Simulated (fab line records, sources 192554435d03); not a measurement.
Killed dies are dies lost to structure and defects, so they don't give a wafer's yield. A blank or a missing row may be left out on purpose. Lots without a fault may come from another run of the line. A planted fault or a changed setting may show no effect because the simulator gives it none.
Which tool did it? | flow n5_finfet | 15 lots, 45 wafers sampled, at 4 steps of a route of 1938

WHAT THE GAUGES READ, wafer by wafer
N5_PASSIVATION_OVL_MEAS_60. Usual: TV_OVL -2 nm, standard deviation 5.3.
lot  | measured     | on         | TV_OVL (nm) | flag
L169 | day 11 20:00 | overlay-01 | -7 -4 4     |
L172 | day 12 10:26 | overlay-01 | -3 -10 0    |
L171 | day 12 22:44 | overlay-01 | 0 -2 -2     |
L176 | day 13 06:28 | overlay-02 | -5 4 -3     |
L174 | day 13 09:07 | overlay-01 | 2 1 10      |
L177 | day 13 16:41 | overlay-02 | -8 -8 -6    |
L175 | day 13 19:04 | overlay-02 | -4 -1 -4    |
L178 | day 14 06:38 | overlay-01 | 1 -1 0      |
L180 | day 15 07:43 | overlay-02 | 7 -4 -5     |
L183 | day 15 07:53 | overlay-02 | -3 -7 -8    |
L179 | day 15 07:55 | overlay-02 | -11 -3 1    |
L181 | day 15 12:43 | overlay-02 | 3 0 -2      |
L188 | day 16 14:28 | overlay-02 | -4 -2 -4    |
L192 | day 17 11:20 | overlay-02 | -3 -8 -9    |
L189 | day 17 16:13 | overlay-01 | -5 1 -8     |

N5_PASSIVATION_OVL_MEAS_66. Usual: PASS_OPEN_OVL 0 nm, standard deviation 4.6.
lot  | measured     | on         | PASS_OPEN_OVL (nm) | flag
L169 | day 12 00:18 | overlay-02 | 2 1 8              |
L172 | day 12 14:46 | overlay-02 | 4 4 -1             |
L171 | day 13 02:39 | overlay-02 | -1 1 -1            |
L176 | day 13 11:41 | overlay-02 | -1 -3 -3           |
L174 | day 13 14:50 | overlay-01 | 9 -2 8             |
L177 | day 13 21:43 | overlay-01 | 0 9 2              |
L175 | day 13 22:43 | overlay-01 | 1 8 -1             |
L178 | day 14 10:32 | overlay-02 | 1 1 2              |
L180 | day 15 11:18 | overlay-02 | 0 -4 -3            |
L183 | day 15 11:35 | overlay-02 | 2 1 6              |
L179 | day 15 11:56 | overlay-01 | -10 1 2            |
L181 | day 15 16:41 | overlay-02 | -10 -1 -6          |
L188 | day 16 18:37 | overlay-02 | - - -              | OFF
L192 | day 17 16:17 | overlay-01 | - - -              | OFF
L189 | day 17 23:01 | overlay-01 | - - -              | OFF

WHICH TOOL RAN EACH LOT (tool, then ch and the chambers of the sampled wafers, then the start)
lot  | N5_PASSIVATION_ETCH_59            | N5_PASSIVATION_PEB_42
L169 | rie_metal-01 ch 1, day 11 22:55   | litho_track-03 ch 0, day 12 00:09
L172 | rie_metal-02 ch 0,1, day 12 13:26 | litho_track-05 ch 0, day 12 14:37
L171 | rie_metal-02 ch 0,1, day 13 01:08 | litho_track-03 ch 0, day 13 02:30
L176 | rie_metal-03 ch 0,1, day 13 10:29 | litho_track-03 ch 0, day 13 11:32
L174 | rie_metal-02 ch 1, day 13 13:38   | litho_track-02 ch 0, day 13 14:41
L177 | rie_metal-01 ch 0,1, day 13 20:32 | litho_track-03 ch 0, day 13 21:33
L175 | rie_metal-02 ch 0,1, day 13 21:16 | litho_track-05 ch 0, day 13 22:34
L178 | rie_metal-03 ch 0,1, day 14 09:13 | litho_track-05 ch 0, day 14 10:23
L180 | rie_metal-03 ch 0, day 15 10:07   | litho_track-02 ch 0, day 15 11:09
L183 | rie_metal-01 ch 0,1, day 15 10:18 | litho_track-05 ch 0, day 15 11:26
L179 | rie_metal-03 ch 0,1, day 15 10:37 | litho_track-03 ch 0, day 15 11:47
L181 | rie_metal-03 ch 0,1, day 15 15:29 | litho_track-05 ch 0, day 15 16:32
L188 | rie_metal-02 ch 0,1, day 16 17:18 | litho_track-03, day 16 18:28
L192 | rie_metal-01 ch 0,1, day 17 15:02 | litho_track-05, day 17 16:08
L189 | rie_metal-01 ch 0,1, day 17 21:48 | litho_track-02, day 17 22:52
- N5_PASSIVATION_ETCH_59: etches TaN in Cl2/BCl3, target depth 65 nm, time 34.9 s.
- N5_PASSIVATION_PEB_42

WHAT THE TOOLS THEMSELVES READ (means of the sampled wafers that have a number; where no wafer has one, the mark that the record gives instead)
N5_PASSIVATION_ETCH_59. Usual: drypump_motor_current_A 5.9 A, standard deviation 0.34; oes_product_au 0.79 a.u., standard deviation 0.091; throttle_valve_pct 21.24 %, standard deviation 0.22.
lot  | tool         | drypump_motor_current_A (A) | oes_product_au (a.u.) | throttle_valve_pct (%) | flag
L169 | rie_metal-01 | 6.3                         | 0.72                  | 21.54                  |
L172 | rie_metal-02 | 5.6                         | 0.74                  | 20.98                  |
L171 | rie_metal-02 | 5.8                         | 0.71                  | 21.18                  |
L176 | rie_metal-03 | 6.0                         | 0.90                  | 21.26                  |
L174 | rie_metal-02 | 5.9                         | 0.70                  | 21.35                  |
L177 | rie_metal-01 | 6.1                         | 0.79                  | 21.42                  |
L175 | rie_metal-02 | 5.6                         | 0.72                  | 21.02                  |
L178 | rie_metal-03 | 6.0                         | 0.89                  | 21.26                  |
L180 | rie_metal-03 | 5.9                         | 0.78                  | 21.07                  |
L183 | rie_metal-01 | 6.1                         | 0.78                  | 21.44                  |
L179 | rie_metal-03 | 6.0                         | 0.83                  | 21.17                  |
L181 | rie_metal-03 | 6.0                         | 0.82                  | 21.18                  |
L188 | rie_metal-02 | 5.8                         | 0.69                  | 21.21                  |
L192 | rie_metal-01 | 5.7                         | 0.83                  | 21.36                  |
L189 | rie_metal-01 | 6.0                         | 0.77                  | 21.44                  |

N5_PASSIVATION_PEB_42. Usual: exhaust_pa 45.0 Pa, standard deviation 0.89.
lot  | tool           | exhaust_pa (Pa) | flag
L169 | litho_track-03 | 46.3            |
L172 | litho_track-05 | 44.3            |
L171 | litho_track-03 | 45.7            |
L176 | litho_track-03 | 44.2            |
L174 | litho_track-02 | 44.8            |
L177 | litho_track-03 | 44.9            |
L175 | litho_track-05 | 45.1            |
L178 | litho_track-05 | 44.3            |
L180 | litho_track-02 | 43.5            |
L183 | litho_track-05 | 45.8            |
L179 | litho_track-03 | 44.6            |
L181 | litho_track-05 | 44.7            |
L188 | litho_track-03 | -               | OFF
L192 | litho_track-05 | -               | OFF
L189 | litho_track-02 | -               | OFF

THE ANSWER, worked out from the rows above alone
Rule: a lot is off if the mean of its wafers that have a number lies more than 3 standard deviations from the usual mean. A lot without any number at a reading at which 4 lots or more have one is off too. The other lots that the step has rows for count as sound. The gauges are gone through in route order, then the tools' own readings, and for those a lot's mean is taken as printed above. The first step at which some lot is off is used, and at that step the reading that is off furthest; a lot without a number counts as furthest.
Off: L188, L192, L189, at N5_PASSIVATION_OVL_MEAS_66 (PASS_OPEN_OVL). Without a number there: L188, L192, L189.
A tool fits if, at a process step before that reading, it ran every lot that is off, and no sound lot after the first of them. The gauges at N5_PASSIVATION_OVL_MEAS_66 aren't tried: what is off there is off at N5_PASSIVATION_PEB_42 too, on other tools, and a gauge's error can't cause that. None of those tried fits.

WHAT THE SIMULATOR HAD PUT IN
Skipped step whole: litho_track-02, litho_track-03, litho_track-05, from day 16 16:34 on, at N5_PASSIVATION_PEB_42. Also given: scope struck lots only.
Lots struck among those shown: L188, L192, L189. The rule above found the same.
